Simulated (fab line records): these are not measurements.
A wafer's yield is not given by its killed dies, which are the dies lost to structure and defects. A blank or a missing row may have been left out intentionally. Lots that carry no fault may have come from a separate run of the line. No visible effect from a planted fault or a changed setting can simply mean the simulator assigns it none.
Which tool is to blame?	flow nand harc	69 wafers from 23 lots sampled at 6 of the route's 1302 steps

## WHAT EACH GAUGE READ, for each wafer
Not one reading of a measure or inspect step in the record can be checked against a usual standard deviation.

## EACH LOT AND THE TOOL THAT RAN IT (in order: tool; ch and the chambers of the sampled wafers; start)
lot	NHARC_P_ZERO_WELL_ETCH_63	NHARC_P_CONTACT_DEP_30	NHARC_P_CONTACT_DESCUM_17	NHARC_P_CONTACT_STRIP_28	NHARC_P_CONTACT_ALD_22	NHARC_P_M0_ETCH_34
L074	rie si-03 ch 0,2,3, day 1 21:40	pecvd-01 ch 0,1,2, day 5 16:59	rie diel-07 ch 1,2,3, day 5 18:35	rie diel-02 ch 0,2,3, day 5 19:32	ald metal-02 ch 0,1, day 5 20:25	rie diel-10 ch 1,2, day 5 22:51
L075	rie si-03 ch 0,1,2, day 2 07:49	pecvd-02 ch 0,2, day 6 05:56	rie diel-13 ch 0,2,3, day 6 07:41	rie diel-02 ch 0,1,2, day 6 08:38	ald metal-04 ch 0,1,2, day 6 09:31	rie diel-01 ch 0,1,3, day 6 11:58
L076	rie si-02 ch 1,2,3, day 2 17:41	pecvd-04 ch 0,1, day 6 11:04	rie diel-07 ch 0,1, day 6 12:38	rie diel-02 ch 0,1, day 6 13:36	ald metal-02 ch 0,1,2, day 6 14:31	rie diel-04 ch 1,3, day 6 16:55
L077	rie si-02 ch 1,2,3, day 3 03:47	pecvd-04 ch 0,1,2, day 6 21:02	rie diel-07 ch 0,2,3, day 6 22:47	rie diel-02 ch 0,1,3, day 6 23:46	ald metal-04 ch 1,2,3, day 7 00:47	rie diel-04 ch 1,2, day 7 03:44
L079	rie si-03 ch 0,2, day 3 23:41	pecvd-01 ch 0,1, day 10 12:59	rie diel-07 ch 0,1,3, day 10 14:40	rie diel-13 ch 0,2,3, day 10 15:37	ald metal-04 ch 1,2,3, day 10 16:32	rie diel-10 ch 1,2, day 10 18:57
L080	rie si-04 ch 0,1,3, day 4 09:39	pecvd-04 ch 0,2, day 10 07:26	rie diel-13 ch 0,2,3, day 10 09:09	rie diel-02 ch 2,3, day 10 10:16	ald metal-02 ch 0,1,3, day 10 11:08	rie diel-10 ch 0,1,2, day 10 13:50
L081	rie si-03 ch 0,1, day 4 19:43	pecvd-01 ch 1,2, day 10 00:09	rie diel-13 ch 0,3, day 10 01:50	rie diel-13 ch 0,3, day 10 02:56	ald metal-04 ch 0,1,3, day 10 03:50	rie diel-04 ch 0,1, day 10 06:16
L082	rie si-04 ch 0,3, day 5 05:40	pecvd-04 ch 0,1, day 9 23:18	rie diel-07 ch 0,2,3, day 10 01:02	rie diel-07 ch 0,1,2, day 10 02:01	ald metal-04 ch 0,2,3, day 10 02:52	rie diel-04 ch 0,2,3, day 10 05:20
L083	rie si-04 ch 0,2,3, day 5 15:40	pecvd-01 ch 1,2, day 10 06:10	rie diel-13 ch 0,2,3, day 10 07:53	rie diel-07 ch 0,1,2, day 10 09:05	ald metal-04 ch 0,1,3, day 10 09:58	rie diel-04 ch 0,1,3, day 10 12:16
L084	rie si-03 ch 0,1,2, day 6 01:48	pecvd-02 ch 1,2, day 10 07:34	rie diel-07 ch 0,2,3, day 10 09:18	rie diel-13 ch 0,2, day 10 10:14	ald metal-03 ch 1,2,3, day 10 11:14	rie diel-04 ch 0,1,2, day 10 13:47
L085	rie si-03 ch 2,3, day 6 11:43	pecvd-04 ch 0,1,2, day 10 15:39	rie diel-02 ch 0,2,3, day 10 17:13	rie diel-13 ch 1,2,3, day 10 18:20	ald metal-02 ch 2,3, day 10 19:11	rie diel-04 ch 2,3, day 10 21:37
L086	rie si-02 ch 0,1,2, day 6 21:44	pecvd-01 ch 0,1,2, day 10 19:07	rie diel-13 ch 0,2,3, day 10 20:50	rie diel-07 ch 1,2,3, day 10 21:48	ald metal-04 ch 1,2,3, day 10 22:41	rie diel-04 ch 0,1,2, day 11 00:58
L087	rie si-02 ch 1,3, day 7 07:40	pecvd-04 ch 0,1, day 11 17:10	rie diel-02 ch 0,1, day 11 18:46	rie diel-13 ch 1,3, day 11 19:43	ald metal-03 ch 0,1,2, day 11 20:38	rie diel-04 ch 0,2, day 11 23:03
L088	rie si-04 ch 0,2, day 7 17:43	pecvd-02 ch 1,2, day 11 18:43	rie diel-07 ch 0,3, day 11 20:19	rie diel-13 ch 0,2,3, day 11 21:17	ald metal-04 ch 0,1,3, day 11 22:11	rie diel-04 ch 0,2, day 12 00:27
L089	rie si-02 ch 0,2,3, day 8 03:41	pecvd-04 ch 0,1,2, day 11 21:51	rie diel-02 ch 2,3, day 11 23:28	rie diel-07 ch 0,1,2, day 12 00:28	ald metal-02 ch 0,3, day 12 01:19	rie diel-10 ch 0,3, day 12 03:43
L090	rie si-04 ch 0,1,2, day 8 13:40	pecvd-01 ch 0,1,2, day 12 10:24	rie diel-13 ch 0,2,3, day 12 12:05	rie diel-07 ch 1,2, day 12 13:02	ald metal-04 ch 2,3, day 12 13:54	rie diel-10 ch 1,2, day 12 16:12
L091	rie si-04 ch 1,2,3, day 8 23:34	pecvd-02 ch 1,2, day 12 17:08	rie diel-02 ch 1,2,3, day 12 18:53	rie diel-07 ch 0,2, day 12 19:50	ald metal-03 ch 0,1,3, day 12 20:46	rie diel-04 ch 0,2,3, day 12 23:02
L092	rie si-02 ch 0,1,3, day 9 09:52	pecvd-04 ch 0,1,2, day 13 11:37	rie diel-02 ch 0,1,3, day 13 13:12	rie diel-13 ch 2,3, day 13 14:07	ald metal-03 ch 0,3, day 13 15:00	rie diel-10 ch 0,1,2, day 13 17:20
L093	rie si-02 ch 0,1,3, day 9 19:40	pecvd-01 ch 0,1, day 13 13:35	rie diel-07 ch 0,3, day 13 15:19	rie diel-13 ch 1,2,3, day 13 16:17	ald metal-02 ch 0,3, day 13 17:09	rie diel-01 ch 0,1, day 13 19:38
L094	rie si-02 ch 0,1,2, day 10 05:53	pecvd-04 ch 0,1,2, day 14 00:47	rie diel-07 ch 0,1,3, day 14 02:23	rie diel-13 ch 1,2,3, day 14 03:20	ald metal-03 ch 0,1,3, day 14 04:15	rie diel-01 ch 0,1,3, day 14 06:40
L095	rie si-03 ch 0,1,2, day 10 15:34	pecvd-04 ch 0,1, day 14 20:43	rie diel-02 ch 0,1,3, day 14 22:29	rie diel-13 ch 0,3, day 14 23:26	ald metal-03 ch 0,2,3, day 15 00:20	rie diel-04 ch 1,3, day 15 02:46
L096	rie si-03 ch 0,3, day 11 01:41	pecvd-04 ch 0,1,2, day 15 03:05	rie diel-07 ch 1,2,3, day 15 04:46	rie diel-02 ch 0,2,3, day 15 05:43	ald metal-02 ch 0,2, day 15 06:35	rie diel-04 ch 0,1, day 15 09:05
L097	rie si-02 ch 0,3, day 11 11:50	pecvd-01 ch 1,2, day 15 08:07	rie diel-07 ch 0,1,2, day 15 09:51	rie diel-02 ch 0,1,2, day 15 10:49	ald metal-02 ch 1,2, day 15 11:42	rie diel-04 ch 1,2,3, day 15 14:01
- NHARC_P_ZERO_WELL_ETCH_63: etches the open film in HBr/Cl2, target depth 120 nm, time 40.1 s.
- NHARC_P_CONTACT_DEP_30: deposits SiNx, target thk 30 nm.
- NHARC_P_CONTACT_DESCUM_17: chemistry O2, time 3 s.
- NHARC_P_CONTACT_STRIP_28: strips in O2.
- NHARC_P_CONTACT_ALD_22: deposits TiN, target thk 3 nm, pulse time 1 s, ald cycles 150.
- NHARC_P_M0_ETCH_34: etches the open film in N2/H2, target depth 40 nm, overetch 12 nm, time 43.94 s.

## AS READ BY THE TOOLS THEMSELVES (means over the sampled wafers that have a number; for cases with no such wafer, the mark the record gives instead)
NHARC_P_ZERO_WELL_ETCH_63. Usual: drypump motor current A 5.8 A, standard deviation 0.51; hbr flow sccm 150.0 sccm, standard deviation 0.43; oes product au 1.001 a.u., standard deviation 0.009; throttle valve pct 26.405 %, standard deviation 0.0099.
lot	tool	drypump motor current A (A)	hbr flow sccm (sccm)	oes product au (a.u.)	throttle valve pct (%)	flag
L074	rie si-03	5.2	150.0	1.004	26.407	
L075	rie si-03	5.3	150.0	1.017	26.403	
L076	rie si-02	6.3	150.1	1.005	26.408	
L077	rie si-02	6.3	149.8	1.002	26.401	
L079	rie si-03	4.8	150.3	0.997	26.393	
L080	rie si-04	5.8	149.9	1.004	26.405	
L081	rie si-03	5.7	149.9	1.008	26.406	
L082	rie si-04	5.7	150.2	0.998	26.399	
L083	rie si-04	5.7	150.2	0.999	26.414	
L084	rie si-03	5.3	149.9	1.000	26.407	
L085	rie si-03	5.0	150.3	1.000	26.408	
L086	rie si-02	5.9	149.8	0.993	26.412	
L087	rie si-02	6.2	149.4	0.998	26.404	
L088	rie si-04	5.8	150.0	0.997	26.401	
L089	rie si-02	6.1	150.6	0.990	26.412	
L090	rie si-04	5.8	149.9	1.004	26.403	
L091	rie si-04	5.9	150.0	1.004	26.413	
L092	rie si-02	6.1	149.4	1.010	26.400	
L093	rie si-02	6.1	150.0	1.004	26.399	
L094	rie si-02	5.9	150.3	1.002	26.407	
L095	rie si-03	5.3	149.4	1.014	26.406	
L096	rie si-03	5.3	150.0	0.996	26.407	
L097	rie si-02	6.4	149.9	1.006	26.399	

NHARC_P_CONTACT_DEP_30. Usual: heater power w at 722 W, with a standard deviation of 89.
lot	tool	heater power w (W)	flag
L074	pecvd-01	737	
L075	pecvd-02	696	
L076	pecvd-04	679	
L077	pecvd-04	794	
L079	pecvd-01	746	
L080	pecvd-04	749	
L081	pecvd-01	632	
L082	pecvd-04	666	
L083	pecvd-01	640	
L084	pecvd-02	726	
L085	pecvd-04	745	
L086	pecvd-01	664	
L087	pecvd-04	711	
L088	pecvd-02	695	
L089	pecvd-04	708	
L090	pecvd-01	665	
L091	pecvd-02	635	
L092	pecvd-04	762	
L093	pecvd-01	768	
L094	pecvd-04	782	
L095	pecvd-04	669	
L096	pecvd-04	751	
L097	pecvd-01	633	

NHARC_P_CONTACT_DESCUM_17. Usual: drypump motor current A 5.62 A, standard deviation 0.23; oes product au 0.995 a.u., standard deviation 0.012; rf vpp V 57.7 V, standard deviation 0.9; showerhead plenum p Torr 1.90 Torr, standard deviation 0.079; throttle valve pct 11.310 %, standard deviation 0.0085.
lot	tool	drypump motor current A (A)	oes product au (a.u.)	rf vpp V (V)	showerhead plenum p Torr (Torr)	throttle valve pct (%)	flag
L074	rie diel-07	5.48	0.992	57.6	1.94	11.308	
L075	rie diel-13	5.81	0.996	57.6	1.85	11.309	
L076	rie diel-07	5.50	0.999	56.9	1.82	11.310	
L077	rie diel-07	5.49	0.993	58.0	1.95	11.312	
L079	rie diel-07	5.57	0.990	56.6	1.87	11.307	
L080	rie diel-13	5.80	1.003	57.1	1.85	11.308	
L081	rie diel-13	5.57	0.992	57.5	1.85	11.306	
L082	rie diel-07	5.50	0.998	58.4	1.95	11.319	
L083	rie diel-13	5.81	0.998	57.4	1.85	11.315	
L084	rie diel-07	5.46	0.982	58.0	1.95	11.312	
L085	rie diel-02	5.65	0.987	57.2	1.93	11.316	
L086	rie diel-13	5.81	0.997	58.2	1.85	11.307	
L087	rie diel-02	5.63	0.997	58.0	1.94	11.302	
L088	rie diel-07	5.63	0.991	57.6	1.92	11.303	
L089	rie diel-02	5.69	0.984	58.0	1.89	11.305	
L090	rie diel-13	5.80	1.002	57.9	1.85	11.316	
L091	rie diel-02	5.81	0.990	57.6	1.87	11.307	
L092	rie diel-02	5.75	0.990	57.6	1.91	11.309	
L093	rie diel-07	5.58	0.992	56.9	1.87	11.312	
L094	rie diel-07	5.58	0.993	57.9	1.87	11.308	
L095	rie diel-02	5.73	0.993	57.6	1.91	11.315	
L096	rie diel-07	5.48	1.007	57.6	1.94	11.313	
L097	rie diel-07	5.42	1.005	57.8	1.90	11.307	

NHARC_P_CONTACT_STRIP_28. Usual: drypump motor current A 5.69 A, standard deviation 0.26; oes product au 0.995 a.u., standard deviation 0.012; rf vpp V 57.7 V, standard deviation 0.8; showerhead plenum p Torr 3.50 Torr, standard deviation 0.13; throttle valve pct 17.036 %, standard deviation 0.0091.
lot	tool	drypump motor current A (A)	oes product au (a.u.)	rf vpp V (V)	showerhead plenum p Torr (Torr)	throttle valve pct (%)	flag
L074	rie diel-02	5.67	1.001	58.1	3.56	17.038	
L075	rie diel-02	5.74	1.000	58.0	3.52	17.037	
L076	rie diel-02	5.66	0.996	57.2	3.58	17.041	
L077	rie diel-02	5.76	0.997	57.4	3.53	17.032	
L079	rie diel-13	5.82	1.006	57.6	3.42	17.025	
L080	rie diel-02	5.74	0.978	57.7	3.51	17.037	
L081	rie diel-13	5.57	0.993	57.2	3.41	17.043	
L082	rie diel-07	5.42	0.984	58.2	3.50	17.034	
L083	rie diel-07	5.43	0.996	57.9	3.50	17.032	
L084	rie diel-13	5.96	1.009	56.7	3.40	17.037	
L085	rie diel-13	5.75	0.997	57.9	3.53	17.037	
L086	rie diel-07	5.50	0.999	58.2	3.58	17.038	
L087	rie diel-13	5.51	0.988	57.2	3.52	17.046	
L088	rie diel-13	5.81	1.000	57.6	3.42	17.030	
L089	rie diel-07	5.42	0.998	57.8	3.50	17.043	
L090	rie diel-07	5.34	0.999	58.1	3.63	17.033	
L091	rie diel-07	5.45	0.990	57.4	3.51	17.033	
L092	rie diel-13	5.92	0.998	58.3	3.45	17.031	
L093	rie diel-13	5.73	0.986	57.6	3.53	17.026	
L094	rie diel-13	5.74	0.991	58.6	3.53	17.035	
L095	rie diel-13	5.74	0.989	58.1	3.39	17.040	
L096	rie diel-02	5.65	0.994	57.7	3.56	17.039	
L097	rie diel-02	5.74	0.983	56.7	3.51	17.035	

NHARC_P_CONTACT_ALD_22. Usual: heater power w 1001 W, standard deviation 100; precursor pulse height rel 1.000, standard deviation 0.022.
lot	tool	heater power w (W)	precursor pulse height rel	flag
L074	ald metal-02	920	0.997	
L075	ald metal-04	1016	1.014	
L076	ald metal-02	946	1.015	
L077	ald metal-04	985	0.992	
L079	ald metal-04	1005	1.002	
L080	ald metal-02	984	1.007	
L081	ald metal-04	978	1.014	
L082	ald metal-04	1006	0.987	
L083	ald metal-04	1013	1.014	
L084	ald metal-03	1024	1.005	
L085	ald metal-02	1057	1.007	
L086	ald metal-04	994	1.006	
L087	ald metal-03	1113	0.982	
L088	ald metal-04	1003	1.009	
L089	ald metal-02	958	1.011	
L090	ald metal-04	983	1.016	
L091	ald metal-03	1088	1.008	
L092	ald metal-03	955	0.995	
L093	ald metal-02	987	1.032	
L094	ald metal-03	1086	0.981	
L095	ald metal-03	1000	1.005	
L096	ald metal-02	1012	1.004	
L097	ald metal-02	891	0.986	

NHARC_P_M0_ETCH_34. Usual: drypump motor current A 5.7 A, standard deviation 0.52; oes product au 1.002 a.u., standard deviation 0.0088; rf vpp V 430.9 V, standard deviation 2.5; showerhead plenum p Torr 2.05 Torr, standard deviation 0.087; throttle valve pct 14.172 %, standard deviation 0.0084.
lot	tool	drypump motor current A (A)	oes product au (a.u.)	rf vpp V (V)	showerhead plenum p Torr (Torr)	throttle valve pct (%)	flag
L074	rie diel-10	5.3	0.999	427.7	1.96	14.170	
L075	rie diel-01	6.4	1.006	430.7	2.05	14.178	
L076	rie diel-04	5.8	0.994	432.8	2.10	14.169	
L077	rie diel-04	5.3	0.989	429.4	2.01	14.167	
L079	rie diel-10	5.6	1.016	427.8	1.94	14.170	
L080	rie diel-10	5.4	0.997	428.2	1.96	14.168	
L081	rie diel-04	5.9	0.997	433.5	2.13	14.174	
L082	rie diel-04	5.9	1.001	431.4	2.08	14.170	
L083	rie diel-04	6.1	1.005	432.2	2.12	14.169	
L084	rie diel-04	5.7	1.007	430.9	2.08	14.181	
L085	rie diel-04	5.9	1.008	430.4	2.05	14.175	
L086	rie diel-04	5.7	1.007	431.4	2.08	14.162	
L087	rie diel-04	6.0	1.007	433.3	2.11	14.179	
L088	rie diel-04	5.6	1.008	429.5	2.03	14.176	
L089	rie diel-10	5.3	1.012	430.6	2.06	14.179	
L090	rie diel-10	5.3	1.001	428.8	1.95	14.164	
L091	rie diel-04	5.9	1.006	431.1	2.07	14.168	
L092	rie diel-10	5.4	1.006	428.6	1.95	14.183	
L093	rie diel-01	6.5	1.001	430.7	2.01	14.173	
L094	rie diel-01	6.4	1.006	429.8	2.03	14.169	
L095	rie diel-04	6.0	0.996	432.4	2.09	14.176	
L096	rie diel-04	5.8	0.996	432.8	2.12	14.176	
L097	rie diel-04	5.7	0.999	430.4	2.04	14.169	

## THE ANSWER, worked out from the rows above alone
Rule: take the mean of a lot's wafers that have a number; if it is more than 3 standard deviations from the usual mean, the lot is off. Also off: a lot with no number at a reading for which 4 or more lots have one. Where the step has rows for the other lots, those lots are counted as sound. After the gauges, taken in route order, come the tools' own readings; for these a lot's mean is taken, as printed above. The first step at which some lot is off is used, and at that step the reading that is off furthest; a lot without a number counts as furthest.
None of the lots is off at any reading shown; this tells nothing.

## WHAT THE SIMULATOR PUT IN
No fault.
